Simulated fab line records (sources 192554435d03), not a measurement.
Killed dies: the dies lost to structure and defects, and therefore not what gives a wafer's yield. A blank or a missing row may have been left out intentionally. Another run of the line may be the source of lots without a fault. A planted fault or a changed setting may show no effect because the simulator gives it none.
fab line records | flow n5_finfet
record: lots: 7 | wafers: 21
route steps=1938 shown BEOL_M14@1744 BEOL_M15@1797 TV_LITHO@1879
start_h: hours from the record's opening day to when the first of the lot's shown wafers began | wait_h: hours from the lot's prior step to this one | " the same as in the row above | L1.1+2: a single row standing in for several wafers | - no value, or no start was given | * or withheld: withheld | < > ~ a bound
route shown NAME@n: NAME is a module with steps in the file, n the number in the route of the first one | usual: the fault-free wafers' mean and standard deviation | same: alike in all rows | chamber/n: place in a boat | sites: each site's reading | _std_site: standard deviation across them | _edge_site: outer sites' mean less inner sites' | radius_mm: how far each site lies from the wafer's centre | mask NAME#n: copy n | behind: the most recent tool/chamber to have shaped the wafer | hold: why the lot went on hold/how many hours it stayed there/how the hold came to an end | device: transistor that didn't switch, given as n, p or np | end of line: tests run on the same wafers once the route is complete | a step with no rows: only its recipe | killed: count of dies lost to structure and defects at first sort (not the wafer's yield) | map: the dies of a wafer, with x for killed, . for not killed, _ for no die there
set.NAME: the setting as run; set.NAME@STEP: as run at that earlier step | model.NAME: the simulator's own value behind a step, which no gauge read
lots whose settings were changed on purpose; a table a step, a row a wafer
== steps ==
step: N5_BEOL_M14_DEVELOP_27
recipe: develop_time_s: 45 | rinse_liquid: diw | dry: air_spin | dev_temp_c: 21
lot.wafer  | tool           | chamber | start_h | wait_h | set.develop_time_s
L076.4+6   | litho_track-05 | 0       | -       | -      | 51.18
L076.5     | "              | 0       | "       | "      | 45
L079.2+3   | litho_track-05 | 0       | -       | -      | 45
L079.4     | "              | 0       | "       | "      | 35.4
L080.1+3   | litho_track-03 | 0       | -       | -      | 53.22
L080.6     | "              | 0       | "       | "      | 45
L084.1     | litho_track-05 | 0       | -       | -      | 37.48
L084.2+4   | "              | 0       | "       | "      | 45
L088.3+4+5 | litho_track-03 | 0       | -       | -      | 45
L087.2+3+4 | litho_track-03 | 0       | -       | -      | 45
L092.1     | litho_track-04 | 0       | -       | -      | 45
L092.2+3   | "              | 0       | "       | "      | 51.06
step: N5_BEOL_M14_HARDBAKE_32
recipe: temp_c: 130 | time_s: 120
step: N5_BEOL_M14_CD_MEAS_28
recipe: target_cd_nm: 284.4 | landing_energy_ev: 500 | detector: se_inlens
usual: cd_nm: 284.2/1.8
lot.wafer | tool      | chamber | start_h | wait_h | set.peb_temp_c@BEOL_M14_PEB_26 | cd_nm
L076.4    | cd_sem-02 | 0       | 281.08  | -      | 127.6                          | 271.7
L076.5    | "         | 0       | "       | "      | 130                            | 282.9
L076.6    | "         | 0       | "       | "      | 130                            | 284.4
L079.2    | cd_sem-01 | 0       | 309.00  | -      | 130                            | 282.3
L079.3    | "         | 0       | "       | "      | 130                            | 283.8
L079.4    | "         | 0       | "       | "      | 130                            | 281.7
L080.1    | cd_sem-03 | 0       | 315.16  | -      | 132                            | 290.7
L080.3    | "         | 0       | "       | "      | 130                            | 284.2
L080.6    | "         | 0       | "       | "      | 130                            | 282.7
L084.1    | cd_sem-02 | 0       | 326.91  | -      | 130                            | 283.0
L084.2    | "         | 0       | "       | "      | 130                            | 285.2
L084.4    | "         | 0       | "       | "      | 130                            | 286.9
L088.3    | cd_sem-01 | 0       | 368.98  | -      | 133.3                          | 298.1
L088.4    | "         | 0       | "       | "      | 130                            | 284.8
L088.5    | "         | 0       | "       | "      | 133.3                          | 298.3
L087.2    | cd_sem-01 | 0       | 372.04  | -      | 130                            | 285.5
L087.3    | "         | 0       | "       | "      | 130                            | 282.2
L087.4    | "         | 0       | "       | "      | 130                            | 285.7
L092.1    | cd_sem-03 | 0       | 390.87  | -      | 131.5                          | 291.8
L092.2    | "         | 0       | "       | "      | 131.5                          | 294.4
L092.3    | "         | 0       | "       | "      | 130                            | 285.1
step: N5_BEOL_M14_DESCUM_33
recipe: chemistry: O2 | time_s: 7.9 | source_power_w: 50 | bias_power_w: 20 | pressure_mtorr: 20 | rf_frequency_hz: 2.712e+07 | temp_c: 40 | o2_flow_sccm: 225
lot.wafer | tool        | chamber | start_h | wait_h | set.peb_temp_c@BEOL_M14_PEB_26 | model.BEOL_M14.cd_nm
L076.4    | rie_diel-05 | 2       | 281.36  | 0.2    | 127.6                          | 272.2
L076.5    | "           | 2       | "       | "      | 130                            | 282.4
L076.6    | "           | 3       | "       | "      | 130                            | 284.6
L079.2    | rie_diel-05 | 2       | 309.14  | 0.1    | 130                            | 282.4
L079.3    | "           | 1       | "       | "      | 130                            | 283.4
L079.4    | "           | 3       | "       | "      | 130                            | 281.6
L080.1    | rie_diel-05 | 3       | 315.26  | 0.0    | 132                            | 290.6
L080.3    | "           | 0       | "       | "      | 130                            | 284.6
L080.6    | "           | 3       | "       | "      | 130                            | 282.6
L084.1    | rie_diel-03 | 2       | 327.12  | 0.2    | 130                            | 283
L084.2    | "           | 3       | "       | "      | 130                            | 285
L084.4    | "           | 0       | "       | "      | 130                            | 287
L088.3    | rie_diel-05 | 3       | 369.07  | 0.0    | 133.3                          | 297.8
L088.4    | "           | 2       | "       | "      | 130                            | 284.8
L088.5    | "           | 0       | "       | "      | 133.3                          | 298.4
L087.2    | rie_diel-04 | 3       | 372.85  | 0.8    | 130                            | 285.2
L087.3    | "           | 2       | "       | "      | 130                            | 282.4
L087.4    | "           | 1       | "       | "      | 130                            | 285.6
L092.1    | rie_diel-04 | 1       | 390.96  | 0.0    | 131.5                          | 291.8
L092.2    | "           | 0       | "       | "      | 131.5                          | 294.2
L092.3    | "           | 2       | "       | "      | 130                            | 285
step: N5_BEOL_M14_ETCH_67
recipe: chemistry: CF4 | target: SiARC | target_depth_a: 1430 | time_s: 238.3 | ion_energy_ev: 80 | pressure_mtorr: 40 | source_w: 545 | bias_w: 36 | Ar_flow_sccm: 100 | cf4_flow_sccm: 100 | ends: cleared
lot.wafer | tool        | chamber | start_h | wait_h | set.peb_temp_c@BEOL_M14_PEB_26 | model.BEOL_M14.cd_nm
L076.4    | rie_diel-05 | 2       | 281.40  | 0.0    | 127.6                          | 267.8
L076.5    | "           | 2       | "       | "      | 130                            | 278
L076.6    | "           | 3       | "       | "      | 130                            | 279.6
L079.2    | rie_diel-05 | 2       | 309.17  | 0.0    | 130                            | 277.2
L079.3    | "           | 1       | "       | "      | 130                            | 279.4
L079.4    | "           | 3       | "       | "      | 130                            | 276.6
L080.1    | rie_diel-05 | 3       | 315.30  | 0.0    | 132                            | 285.6
L080.3    | "           | 0       | "       | "      | 130                            | 281
L080.6    | "           | 3       | "       | "      | 130                            | 277.6
L084.1    | rie_diel-03 | 2       | 327.16  | 0.0    | 130                            | 277.8
L084.2    | "           | 3       | "       | "      | 130                            | 280.2
L084.4    | "           | 0       | "       | "      | 130                            | 283.2
L088.3    | rie_diel-05 | 3       | 369.11  | 0.0    | 133.3                          | 292
L088.4    | "           | 2       | "       | "      | 130                            | 279.8
L088.5    | "           | 0       | "       | "      | 133.3                          | 294.8
L087.2    | rie_diel-04 | 3       | 372.89  | 0.0    | 130                            | 280
L087.3    | "           | 2       | "       | "      | 130                            | 277.8
L087.4    | "           | 1       | "       | "      | 130                            | 281.4
L092.1    | rie_diel-04 | 1       | 390.99  | 0.0    | 131.5                          | 287.2
L092.2    | "           | 0       | "       | "      | 131.5                          | 290
L092.3    | "           | 2       | "       | "      | 130                            | 280.6
step: N5_BEOL_M14_ETCH_68
recipe: chemistry: N2/H2 | target: SOC | mask_material: SiARC | source_w: 3000 | bias_w: 350 | temp_c: 40 | time_s: 450 | ion_energy_ev: 200 | pressure_mtorr: 30 | n2_flow_sccm: 200 | h2_flow_sccm: 200
lot.wafer | tool        | chamber | start_h | wait_h | set.peb_temp_c@BEOL_M14_PEB_26 | model.BEOL_M14.cd_nm
L076.4    | rie_diel-05 | 2       | 281.55  | 0.1    | 127.6                          | 269.6
L076.5    | "           | 2       | "       | "      | 130                            | 279.2
L076.6    | "           | 3       | "       | "      | 130                            | 277.8
L079.2    | rie_diel-05 | 2       | 309.32  | 0.1    | 130                            | 278.2
L079.3    | "           | 1       | "       | "      | 130                            | 280
L079.4    | "           | 3       | "       | "      | 130                            | 276.4
L080.1    | rie_diel-05 | 3       | 315.44  | 0.1    | 132                            | 284
L080.3    | "           | 0       | "       | "      | 130                            | 283.8
L080.6    | "           | 3       | "       | "      | 130                            | 277
L084.1    | rie_diel-03 | 2       | 327.31  | 0.1    | 130                            | 279
L084.2    | "           | 3       | "       | "      | 130                            | 280.4
L084.4    | "           | 1       | "       | "      | 130                            | 282.2
L088.3    | rie_diel-05 | 3       | 369.26  | 0.1    | 133.3                          | 292.2
L088.4    | "           | 2       | "       | "      | 130                            | 279.2
L088.5    | "           | 0       | "       | "      | 133.3                          | 296.6
L087.2    | rie_diel-04 | 3       | 373.03  | 0.1    | 130                            | 277.4
L087.3    | "           | 2       | "       | "      | 130                            | 278.2
L087.4    | "           | 1       | "       | "      | 130                            | 281.4
L092.1    | rie_diel-04 | 1       | 391.14  | 0.1    | 131.5                          | 287.2
L092.2    | "           | 0       | "       | "      | 131.5                          | 288.8
L092.3    | "           | 2       | "       | "      | 130                            | 282.4
step: N5_BEOL_M15_COAT_22
recipe: spin_rpm: 1704 | resist_thk_nm: 800
lot.wafer | tool           | chamber | start_h | wait_h | set.spin_rpm | model.coat_of_BEOL_M15_COAT_22.thk_nm
L076.4    | litho_track-01 | 0       | -       | -      | 1704         | 797.2
L076.5    | "              | 0       | "       | "      | 1615         | 819.6
L076.6    | "              | 0       | "       | "      | 1704         | 799.4
L079.2    | litho_track-01 | 0       | -       | -      | 1704         | 803.4
L079.3    | "              | 0       | "       | "      | 1778         | 784.6
L079.4    | "              | 0       | "       | "      | 1704         | 802.8
L080.1    | litho_track-01 | 0       | -       | -      | 1704         | 803
L080.3    | "              | 0       | "       | "      | 1704         | 803.4
L080.6    | "              | 0       | "       | "      | 1704         | 799.6
L084.1    | litho_track-02 | 0       | -       | -      | 1704         | 799
L084.2    | "              | 0       | "       | "      | 1704         | 800.2
L084.4    | "              | 0       | "       | "      | 1793         | 781.2
L088.3    | litho_track-04 | 0       | -       | -      | 1704         | 798
L088.4    | "              | 0       | "       | "      | 1828         | 769.8
L088.5    | "              | 0       | "       | "      | 1828         | 771.6
L087.2    | litho_track-04 | 0       | -       | -      | 1704         | 800
L087.3    | "              | 0       | "       | "      | 1704         | 802.2
L087.4    | "              | 0       | "       | "      | 1704         | 800.2
L092.1    | litho_track-01 | 0       | -       | -      | 1704         | 798.4
L092.2    | "              | 0       | "       | "      | 1523         | 846.4
L092.3    | "              | 0       | "       | "      | 1523         | 847.2
step: N5_BEOL_M15_EXPOSE_25
recipe: mask_id: M15 | na: 0.8 | source_shape: annular | sigma_inner: 0.5 | sigma_outer: 0.8 | polarization: unpolarized | target_cd_nm: 400 | dose_mj: 35.5
lot.wafer  | tool           | chamber | start_h | wait_h | mask  | set.dose_mj
L076.4     | krf_scanner-02 | 0       | 289.56  | -      | M15#0 | 35.5
L076.5+6   | "              | 0       | "       | "      | M15#0 | 36.56
L079.2     | krf_scanner-02 | 0       | 316.04  | -      | M15#0 | 35.5
L079.3+4   | "              | 0       | "       | "      | M15#0 | 37.92
L080.1+3   | krf_scanner-02 | 0       | 323.64  | -      | M15#0 | 33.65
L080.6     | "              | 0       | "       | "      | M15#0 | 35.5
L084.1+2+4 | krf_scanner-01 | 0       | 332.12  | -      | M15#0 | 35.5
L088.3+4+5 | krf_scanner-01 | 0       | 376.00  | -      | M15#0 | 35.5
L087.2+3+4 | krf_scanner-01 | 0       | 381.15  | -      | M15#0 | 35.5
L092.1+2+3 | krf_scanner-01 | 0       | 398.05  | -      | M15#0 | 34.68
step: N5_BEOL_M15_PEB_26
recipe: peb_temp_c: 130 | peb_time_s: 90
step: N5_BEOL_M15_DEVELOP_27
recipe: develop_time_s: 45 | rinse_liquid: diw | dry: air_spin | dev_temp_c: 21
step: N5_BEOL_M15_HARDBAKE_32
recipe: temp_c: 130 | time_s: 120
step: N5_BEOL_M15_CD_MEAS_28
recipe: target_cd_nm: 407.6 | landing_energy_ev: 500 | detector: se_inlens
usual: cd_nm: 407.7/2.1
lot.wafer | tool      | chamber | start_h | wait_h | set.dose_mj@BEOL_M15_EXPOSE_25 | cd_nm
L076.4    | cd_sem-03 | 0       | 289.72  | -      | 35.5                           | 411.8
L076.5    | "         | 0       | "       | "      | 36.56                          | 416.8
L076.6    | "         | 0       | "       | "      | 36.56                          | 417.2
L079.2    | cd_sem-03 | 0       | 316.21  | -      | 35.5                           | 409.5
L079.3    | "         | 0       | "       | "      | 37.92                          | 421.3
L079.4    | "         | 0       | "       | "      | 37.92                          | 419.7
L080.1    | cd_sem-02 | 0       | 323.81  | -      | 33.65                          | 399.3
L080.3    | "         | 0       | "       | "      | 33.65                          | 399.9
L080.6    | "         | 0       | "       | "      | 35.5                           | 410.0
L084.1    | cd_sem-01 | 0       | 332.30  | -      | 35.5                           | 410.8
L084.2    | "         | 0       | "       | "      | 35.5                           | 410.3
L084.4    | "         | 0       | "       | "      | 35.5                           | 411.0
L088.3    | cd_sem-01 | 0       | 376.16  | -      | 35.5                           | 406.5
L088.4    | "         | 0       | "       | "      | 35.5                           | 406.4
L088.5    | "         | 0       | "       | "      | 35.5                           | 406.8
L087.2    | cd_sem-03 | 0       | 381.31  | -      | 35.5                           | 404.0
L087.3    | "         | 0       | "       | "      | 35.5                           | 406.3
L087.4    | "         | 0       | "       | "      | 35.5                           | 404.7
L092.1    | cd_sem-01 | 0       | 398.23  | -      | 34.68                          | 401.3
L092.2    | "         | 0       | "       | "      | 34.68                          | 401.5
L092.3    | "         | 0       | "       | "      | 34.68                          | 401.6
step: N5_BEOL_M15_DESCUM_33
recipe: chemistry: O2 | time_s: 7.9 | source_power_w: 50 | bias_power_w: 20 | pressure_mtorr: 20 | rf_frequency_hz: 2.712e+07 | temp_c: 40 | o2_flow_sccm: 225
lot.wafer | tool        | chamber | start_h | wait_h | set.dose_mj@BEOL_M15_EXPOSE_25 | model.BEOL_M15.cd_nm
L076.4    | rie_diel-06 | 0       | 289.80  | 0.0    | 35.5                           | 411.8
L076.5    | "           | 3       | "       | "      | 36.56                          | 416.4
L076.6    | "           | 0       | "       | "      | 36.56                          | 417.6
L079.2    | rie_diel-02 | 2       | 316.30  | 0.0    | 35.5                           | 409.6
L079.3    | "           | 0       | "       | "      | 37.92                          | 421.6
L079.4    | "           | 2       | "       | "      | 37.92                          | 419.2
L080.1    | rie_diel-01 | 2       | 324.15  | 0.3    | 33.65                          | 400
L080.3    | "           | 0       | "       | "      | 33.65                          | 399.8
L080.6    | "           | 3       | "       | "      | 35.5                           | 410
L084.1    | rie_diel-01 | 1       | 332.38  | 0.0    | 35.5                           | 410.8
L084.2    | "           | 2       | "       | "      | 35.5                           | 410.4
L084.4    | "           | 3       | "       | "      | 35.5                           | 411.2
L088.3    | rie_diel-02 | 1       | 376.24  | 0.0    | 35.5                           | 405.8
L088.4    | "           | 3       | "       | "      | 35.5                           | 406
L088.5    | "           | 0       | "       | "      | 35.5                           | 407
L087.2    | rie_diel-06 | 1       | 381.40  | 0.0    | 35.5                           | 403.6
L087.3    | "           | 2       | "       | "      | 35.5                           | 406
L087.4    | "           | 3       | "       | "      | 35.5                           | 404.8
L092.1    | rie_diel-02 | 3       | 398.31  | 0.0    | 34.68                          | 401.2
L092.2    | "           | 2       | "       | "      | 34.68                          | 401.6
L092.3    | "           | 1       | "       | "      | 34.68                          | 401.8
step: N5_BEOL_M15_ETCH_61
recipe: chemistry: N2/H2 | target: BARC | target_depth_a: 890 | overetch_a: 267 | time_s: 67.9 | ion_energy_ev: 200 | pressure_mtorr: 30 | source_w: 840 | bias_w: 150 | n2_flow_sccm: 200 | h2_flow_sccm: 200
lot.wafer | tool        | chamber | start_h | wait_h | set.spin_rpm@BEOL_M15_COAT_22 | model.coat_of_BEOL_M15_COAT_22.thk_nm
L076.4    | rie_diel-06 | 0       | 289.84  | 0.0    | 1704                          | 714.4
L076.5    | "           | 3       | "       | "      | 1615                          | 737.6
L076.6    | "           | 0       | "       | "      | 1704                          | 716.8
L079.2    | rie_diel-02 | 2       | 316.33  | 0.0    | 1704                          | 722.2
L079.3    | "           | 0       | "       | "      | 1778                          | 703
L079.4    | "           | 2       | "       | "      | 1704                          | 721.4
L080.1    | rie_diel-01 | 2       | 324.19  | 0.0    | 1704                          | 721.4
L080.3    | "           | 0       | "       | "      | 1704                          | 722.4
L080.6    | "           | 3       | "       | "      | 1704                          | 715.6
L084.1    | rie_diel-01 | 1       | 332.42  | 0.0    | 1704                          | 715.4
L084.2    | "           | 2       | "       | "      | 1704                          | 719
L084.4    | "           | 3       | "       | "      | 1793                          | 697.4
L088.3    | rie_diel-02 | 1       | 376.28  | 0.0    | 1704                          | 717.6
L088.4    | "           | 3       | "       | "      | 1828                          | 688.8
L088.5    | "           | 0       | "       | "      | 1828                          | 689.8
L087.2    | rie_diel-06 | 1       | 381.44  | 0.0    | 1704                          | 719
L087.3    | "           | 2       | "       | "      | 1704                          | 723
L087.4    | "           | 3       | "       | "      | 1704                          | 717.6
L092.1    | rie_diel-02 | 3       | 398.35  | 0.0    | 1704                          | 717.8
L092.2    | "           | 2       | "       | "      | 1523                          | 764.6
L092.3    | "           | 1       | "       | "      | 1523                          | 767.6
step: N5_BEOL_M15_TRENCH_ETCH_34
recipe: chemistry: C4F8/O2/Ar | target: SiO2 | target_depth_a: 8729.3 | he_inner_torr: 15 | he_outer_torr: 30 | time_s: 199 | ion_energy_ev: 800 | pressure_mtorr: 20 | source_w: 1905 | bias_w: 2040 | Ar_flow_sccm: 400 | C4F8_flow_sccm: 16 | O2_flow_sccm: 12
lot.wafer | tool        | chamber | start_h | wait_h | set.spin_rpm@BEOL_M15_COAT_22 | set.dose_mj@BEOL_M15_EXPOSE_25 | model.coat_of_BEOL_M15_COAT_22.thk_nm | model.BEOL_M15.cd_nm
L076.4    | rie_diel-06 | 0       | 289.89  | 0.0    | 1704                          | 35.5                           | 541.4                                 | 406.2
L076.5    | "           | 3       | "       | "      | 1615                          | 36.56                          | 570.2                                 | 410
L076.6    | "           | 0       | "       | "      | 1704                          | 36.56                          | 543.6                                 | 411.6
L079.2    | rie_diel-02 | 2       | 316.38  | 0.0    | 1704                          | 35.5                           | 548                                   | 403.2
L079.3    | "           | 0       | "       | "      | 1778                          | 37.92                          | 525.8                                 | 413.8
L079.4    | "           | 2       | "       | "      | 1704                          | 37.92                          | 548.6                                 | 412
L080.1    | rie_diel-01 | 2       | 324.24  | 0.0    | 1704                          | 33.65                          | 546.2                                 | 392
L080.3    | "           | 0       | "       | "      | 1704                          | 33.65                          | 550.2                                 | 390.4
L080.6    | "           | 3       | "       | "      | 1704                          | 35.5                           | 537.2                                 | 401.2
L084.1    | rie_diel-01 | 1       | 332.47  | 0.0    | 1704                          | 35.5                           | 536.8                                 | 404
L084.2    | "           | 2       | "       | "      | 1704                          | 35.5                           | 544.2                                 | 403
L084.4    | "           | 3       | "       | "      | 1793                          | 35.5                           | 521.2                                 | 403.8
L088.3    | rie_diel-02 | 1       | 376.33  | 0.0    | 1704                          | 35.5                           | 549.2                                 | 397.6
L088.4    | "           | 3       | "       | "      | 1828                          | 35.5                           | 518.6                                 | 399.2
L088.5    | "           | 0       | "       | "      | 1828                          | 35.5                           | 514                                   | 398.2
L087.2    | rie_diel-06 | 1       | 381.49  | 0.0    | 1704                          | 35.5                           | 545.6                                 | 395.6
L087.3    | "           | 2       | "       | "      | 1704                          | 35.5                           | 556.6                                 | 397.4
L087.4    | "           | 3       | "       | "      | 1704                          | 35.5                           | 545.8                                 | 398.4
L092.1    | rie_diel-02 | 3       | 398.40  | 0.0    | 1704                          | 34.68                          | 546.8                                 | 394.2
L092.2    | "           | 2       | "       | "      | 1523                          | 34.68                          | 590.6                                 | 394
L092.3    | "           | 1       | "       | "      | 1523                          | 34.68                          | 597.6                                 | 394.4
step: N5_PASSIVATION_EXPOSE_07
recipe: mask_id: TV | na: 0.55 | source_shape: conventional | sigma_outer: 0.8 | polarization: unpolarized | defocus_nm: 0 | target_cd_nm: 3000 | dose_mj: 22.75
lot.wafer  | tool           | chamber | start_h | wait_h | mask | set.dose_mj
L076.4+5   | krf_scanner-01 | 0       | 306.52  | -      | TV#0 | 21.62
L076.6     | "              | 0       | "       | "      | TV#0 | 22.75
L079.2+4   | krf_scanner-02 | 0       | 325.95  | -      | TV#0 | 22.75
L079.3     | "              | 0       | "       | "      | TV#0 | 21.84
L080.1+6   | krf_scanner-01 | 0       | 334.18  | -      | TV#0 | 22.75
L080.3     | "              | 0       | "       | "      | TV#0 | 22.02
L084.1+2+4 | krf_scanner-01 | 0       | 350.32  | -      | TV#0 | 21.76
L088.3+4   | krf_scanner-01 | 0       | 390.49  | -      | TV#0 | 24.03
L088.5     | "              | 0       | "       | "      | TV#0 | 22.75
L087.2+3+4 | krf_scanner-01 | 0       | 391.95  | -      | TV#0 | 22.75
L092.1+2+3 | krf_scanner-02 | 0       | 408.77  | -      | TV#0 | 22.75
step: N5_PASSIVATION_PEB_08
recipe: peb_temp_c: withheld | peb_time_s: *
lot.wafer  | tool           | chamber | start_h | wait_h | set.peb_time_s
L076.4+5+6 | litho_track-02 | 0       | 306.56  | 0.0    | *
L079.2+3   | litho_track-05 | 0       | 326.00  | 0.0    | *
L079.4     | "              | 0       | "       | "      | *
L080.1+6   | litho_track-05 | 0       | 334.24  | 0.1    | *
L080.3     | "              | 0       | "       | "      | *
L084.1+2+4 | litho_track-02 | 0       | 350.38  | 0.1    | *
L088.3     | litho_track-01 | 0       | 390.54  | 0.0    | *
L088.4+5   | "              | 0       | "       | "      | *
L087.2+3+4 | litho_track-05 | 0       | 392.01  | 0.0    | *
L092.1+2+3 | litho_track-02 | 0       | 408.83  | 0.1    | *
step: N5_PASSIVATION_DEVELOP_09
recipe: develop_time_s: 60 | rinse_liquid: diw | dry: air_spin | dev_temp_c: 21
step: N5_PASSIVATION_HARDBAKE_11
recipe: temp_c: 130 | time_s: 120
step: N5_PASSIVATION_CD_MEAS_10
recipe: target_cd_nm: 3000 | landing_energy_ev: 500 | detector: se_inlens
usual: cd_nm: 3000.3/2.1
lot.wafer | tool      | chamber | start_h | wait_h | set.dose_mj@PASSIVATION_EXPOSE_07 | cd_nm
L076.4    | cd_sem-01 | 0       | 306.68  | -      | 21.62                             | 2991.8
L076.5    | "         | 0       | "       | "      | 21.62                             | 2992.1
L076.6    | "         | 0       | "       | "      | 22.75                             | 3004.3
L079.2    | cd_sem-03 | 0       | 326.12  | -      | 22.75                             | 3001.3
L079.3    | "         | 0       | "       | "      | 21.84                             | 2990.3
L079.4    | "         | 0       | "       | "      | 22.75                             | 2999.6
L080.1    | cd_sem-02 | 0       | 334.36  | -      | 22.75                             | 2998.5
L080.3    | "         | 0       | "       | "      | 22.02                             | 2995.3
L080.6    | "         | 0       | "       | "      | 22.75                             | 2996.9
L084.1    | cd_sem-01 | 0       | 350.50  | -      | 21.76                             | 2990.1
L084.2    | "         | 0       | "       | "      | 21.76                             | 2990.5
L084.4    | "         | 0       | "       | "      | 21.76                             | 2990.6
L088.3    | cd_sem-03 | 0       | 390.66  | -      | 24.03                             | 3015.8
L088.4    | "         | 0       | "       | "      | 24.03                             | 3015.2
L088.5    | "         | 0       | "       | "      | 22.75                             | 3003.9
L087.2    | cd_sem-03 | 0       | 392.13  | -      | 22.75                             | 2999.9
L087.3    | "         | 0       | "       | "      | 22.75                             | 3001.3
L087.4    | "         | 0       | "       | "      | 22.75                             | 3001.1
L092.1    | cd_sem-01 | 0       | 408.95  | -      | 22.75                             | 3001.5
L092.2    | "         | 0       | "       | "      | 22.75                             | 2998.7
L092.3    | "         | 0       | "       | "      | 22.75                             | 2998.5
== key ==
split: step: N5_BEOL_M14_DEVELOP_27 | setting: develop_time_s | stated: 45 | by: wafer
response none clear
split: step: N5_BEOL_M15_COAT_22 | setting: spin_rpm | stated: 1704 | by: wafer
response: step: N5_BEOL_M15_COAT_22 | reading: model.coat_of_BEOL_M15_COAT_22.thk_nm | change: -4.18 | per: 1% | r: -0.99
response: step: N5_BEOL_M15_ETCH_61 | reading: model.coat_of_BEOL_M15_COAT_22.thk_nm | change: -4.26 | per: 1% | r: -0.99
response: step: N5_BEOL_M15_TRENCH_ETCH_34 | reading: model.coat_of_BEOL_M15_COAT_22.thk_nm | change: -4.54 | per: 1% | r: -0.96
split: step: N5_BEOL_M15_EXPOSE_25 | setting: dose_mj | stated: 35.5 | by: wafer
response: step: N5_BEOL_M15_CD_MEAS_28 | reading: cd_nm | change: +1.76 | per: 1% | r: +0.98
response: step: N5_BEOL_M15_DESCUM_33 | reading: model.BEOL_M15.cd_nm | change: +1.72 | per: 1% | r: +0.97
response: step: N5_BEOL_M15_TRENCH_ETCH_34 | reading: model.BEOL_M15.cd_nm | change: +1.6 | per: 1% | r: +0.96
split: step: N5_PASSIVATION_EXPOSE_07 | setting: dose_mj | stated: 22.75 | by: wafer
response: step: N5_PASSIVATION_CD_MEAS_10 | reading: cd_nm | change: +2.11 | per: 1% | r: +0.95
split: step: N5_PASSIVATION_PEB_08 | setting: peb_time_s | stated: * | by: wafer
response none clear
split outside_this_file step=N5_BEOL_M14_PEB_26 setting=peb_temp_c
split outside_this_file: this setting was split too, and the file shows its column; the key of that split is in another file
